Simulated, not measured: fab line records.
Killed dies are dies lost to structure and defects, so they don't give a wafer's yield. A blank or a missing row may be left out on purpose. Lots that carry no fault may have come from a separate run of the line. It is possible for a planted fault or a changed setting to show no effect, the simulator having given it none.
Chamber matching :: flow n5_finfet :: N5_BEOL_M2_VIA_ETCH_34 on rie_diel-04: 4 sister chambers
The step etches the open film in C4F6/O2, target depth 69.4 nm, time 65.9 s. 8 wafers are shown with their chamber, then 12 later ones without.

WAFERS PAIRED WITH THEIR CHAMBERS
wafer: L084.3
chamber: 0
rf_vpp_V (V): 693
drypump_motor_current_A (A): 6.2

wafer: L084.4
chamber: 2
rf_vpp_V (V): 639
drypump_motor_current_A (A): 5.5

wafer: L088.2
chamber: 2
rf_vpp_V (V): 640
drypump_motor_current_A (A): 5.5

wafer: L088.4
chamber: 3
rf_vpp_V (V): 671
drypump_motor_current_A (A): 6.2

wafer: L088.6
chamber: 1
rf_vpp_V (V): 685
drypump_motor_current_A (A): 5.4

wafer: L086.2
chamber: 1
rf_vpp_V (V): 685
drypump_motor_current_A (A): 5.5

wafer: L086.5
chamber: 3
rf_vpp_V (V): 672
drypump_motor_current_A (A): 6.2

wafer: L086.6
chamber: 0
rf_vpp_V (V): 691
drypump_motor_current_A (A): 6.2

WAFERS WITH NO CHAMBER GIVEN
wafer: L087.1
rf_vpp_V (V): 638
drypump_motor_current_A (A): 5.4

wafer: L087.4
rf_vpp_V (V): 671
drypump_motor_current_A (A): 6.2

wafer: L087.5
rf_vpp_V (V): 691
drypump_motor_current_A (A): 6.2

wafer: L089.2
rf_vpp_V (V): 684
drypump_motor_current_A (A): 5.4

wafer: L089.4
rf_vpp_V (V): 691
drypump_motor_current_A (A): 6.2

wafer: L089.6
rf_vpp_V (V): 691
drypump_motor_current_A (A): 6.2

wafer: L093.2
rf_vpp_V (V): 686
drypump_motor_current_A (A): 5.4

wafer: L093.4
rf_vpp_V (V): 639
drypump_motor_current_A (A): 5.5

wafer: L093.5
rf_vpp_V (V): 685
drypump_motor_current_A (A): 5.4

wafer: L097.1
rf_vpp_V (V): 684
drypump_motor_current_A (A): 5.4

wafer: L097.2
rf_vpp_V (V): 671
drypump_motor_current_A (A): 6.2

wafer: L097.6
rf_vpp_V (V): 684
drypump_motor_current_A (A): 5.4

EACH ONE'S CHAMBER
wafer: L087.1
from the rows above: 2
in truth: 2

wafer: L087.4
from the rows above: 3
in truth: 3

wafer: L087.5
from the rows above: 0
in truth: 0

wafer: L089.2
from the rows above: 1
in truth: 1

wafer: L089.4
from the rows above: 0
in truth: 0

wafer: L089.6
from the rows above: 0
in truth: 0

wafer: L093.2
from the rows above: 1
in truth: 1

wafer: L093.4
from the rows above: 2
in truth: 2

wafer: L093.5
from the rows above: 1
in truth: 1

wafer: L097.1
from the rows above: 1
in truth: 1

wafer: L097.2
from the rows above: 3
in truth: 3

wafer: L097.6
from the rows above: 1
in truth: 1
Placed correctly: 12 of 12. From these rows, 0 cannot be placed. 0 placed wrongly.
How it was worked out, from the rows above alone: a wafer's distance from a chamber is the root of the sum, over the readings, of the square of ((its reading less the chamber's mean) divided by the reading's scatter). If the next closest chamber is less than 2 further off than the closest, the wafer can't be placed; otherwise it belongs to the closest. Each chamber's mean is taken over the wafers shown for it. The scatter is the square root of a quotient: the sum, over the shown wafers, of each reading's squared deviation from its chamber's mean, divided by wafers minus chambers.
